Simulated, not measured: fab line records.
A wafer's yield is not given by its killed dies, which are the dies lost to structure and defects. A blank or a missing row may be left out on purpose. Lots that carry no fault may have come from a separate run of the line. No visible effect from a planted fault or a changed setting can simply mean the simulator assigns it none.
A struck lot beside a sound one ; flow nand harc ; 15 out of 1302 route steps
Sound: these wafers, L914.1, L914.3, L914.6. Struck: wafers L912.2, L912.4, L912.5. The cause is given at the end.
For every step that has rows: the tool of each side, followed by ch and its chambers, followed by its first start. Under that, the readings that differ: sound wafers ; struck wafers ; difference of the means ; sigmas: that difference in standard deviations of wafers without a fault.
alike: readings whose means differ by less than 2 such deviations, and words and numbers that are the same on both sides. not compared: withheld readings, readings that some wafer has no value for, bounds like >300 that may hide the same value, and numbers for which the record gives no deviation and whose values overlap.
Wherever a step has rows on one side only, a row that says differs or no value, or a row with sigmas, the two part there. When numbers do not overlap yet have no deviation, they are printed without sigmas and do not part them. Lack of a reading on every wafer of one side parts them only where that side has two or more wafers.

first, 1 step without rows for these wafers: NHARC_A_CHANNEL_HOLE_D2_SRD_30.
NHARC_A_CHANNEL_HOLE_D2_CD_MEAS_31:
  sound on cd sem-03, day 15 00:53; struck on cd sem-03, day 14 06:10
  alike: cd nm
NHARC_A_CHANNEL_HOLE_D2_XSEM_32:
  sound on xsem-02 ch 0, day 15 00:58; struck on xsem-01 ch 0, day 14 06:15
  alike: bot cd nm, bow nm, tilt deg
NHARC_A_CHANNEL_HOLE_D2_INSPECT_40:
  sound on defect inspect-02, day 15 01:04; struck on defect inspect-01, day 14 06:20
  alike: raw defect count
then, 2 steps without rows for these wafers: NHARC_A_CHANNEL_FILL_D2_PRECLEAN_00 (cleans in SC1); NHARC_A_CHANNEL_FILL_D2_SRD_01.
NHARC_A_CHANNEL_FILL_D2_ALD_02: deposits SiO2, target thk 6 nm, pulse time 10 s, ald cycles 60.
  sound on ald hk-01 ch 0,3, day 15 01:16; struck on ald hk-02 ch 0,1,2, day 14 06:41
  alike: heater power w, precursor pulse height rel
  not compared: since wet clean h
then, 1 step without rows for these wafers: NHARC_A_CHANNEL_FILL_D2_ALD_03 (deposits SiNx, target thk 6 nm, pulse time 60 s, ald cycles 58).
NHARC_A_CHANNEL_FILL_D2_ALD_14: deposits SiO2, target thk 2.5 nm, pulse time 10 s, ald cycles 25.
  sound on ald hk-04 ch 0,2,3, day 15 09:03; struck on ald hk-04 ch 1,3, day 14 13:35
  alike: heater power w, precursor pulse height rel
  not compared: since wet clean h
then, 1 step without rows for these wafers: NHARC_A_CHANNEL_FILL_D2_ALD_15 (deposits SiNx, target thk 2 nm, pulse time 60 s, ald cycles 19).
NHARC_A_CHANNEL_FILL_D2_ALD_16: deposits SiO2, target thk 1.5 nm, pulse time 10 s, ald cycles 15.
  sound on ald hk-04 ch 2,3, day 15 14:07; struck on ald hk-01 ch 0,1,2, day 14 18:43
  alike: heater power w, precursor pulse height rel
  not compared: since wet clean h
then, 1 step without rows for these wafers: NHARC_A_CHANNEL_FILL_D2_ANNEAL_17 (time 1800 s).
NHARC_A_CHANNEL_FILL_D2_CVD_18: deposits poly-Si, target thk 3 nm.
  sound on lpcvd poly-02 ch 0, day 15 23:41; struck on lpcvd poly-01 ch 0, day 15 06:55
  alike: spike tc lower C, tube center temp C, zone power upper pct
NHARC_A_CHANNEL_FILL_D2_ETCHBACK_19: etches the open film in HBr/Cl2, target depth 5 nm, time 1.7 s.
  sound on rie si-04 ch 1,2,3, day 16 01:46; struck on rie si-03 ch 1,2,3, day 15 09:19
  alike: chamber pressure mTorr, drypump motor current A, he backside leak sccm, mfc cl2 sccm, oes product au, throttle valve pct
  not compared: rf hours counter h
-- the record jumps here: 9 days lie between the struck wafers' starts before and after (it left off in module A_CHANNEL_FILL_D2 and takes up again in module END, whose first step shown is number 1302 of the route) --
NHARC_END_SORT_01:
  the record has rows for the struck wafers here (prober-02 ch 0, day 24 16:29) and none for the sound ones

WHERE THEY PART
Only at NHARC_END_SORT_01, as far as this record shows.

WHY: what the simulator had put in
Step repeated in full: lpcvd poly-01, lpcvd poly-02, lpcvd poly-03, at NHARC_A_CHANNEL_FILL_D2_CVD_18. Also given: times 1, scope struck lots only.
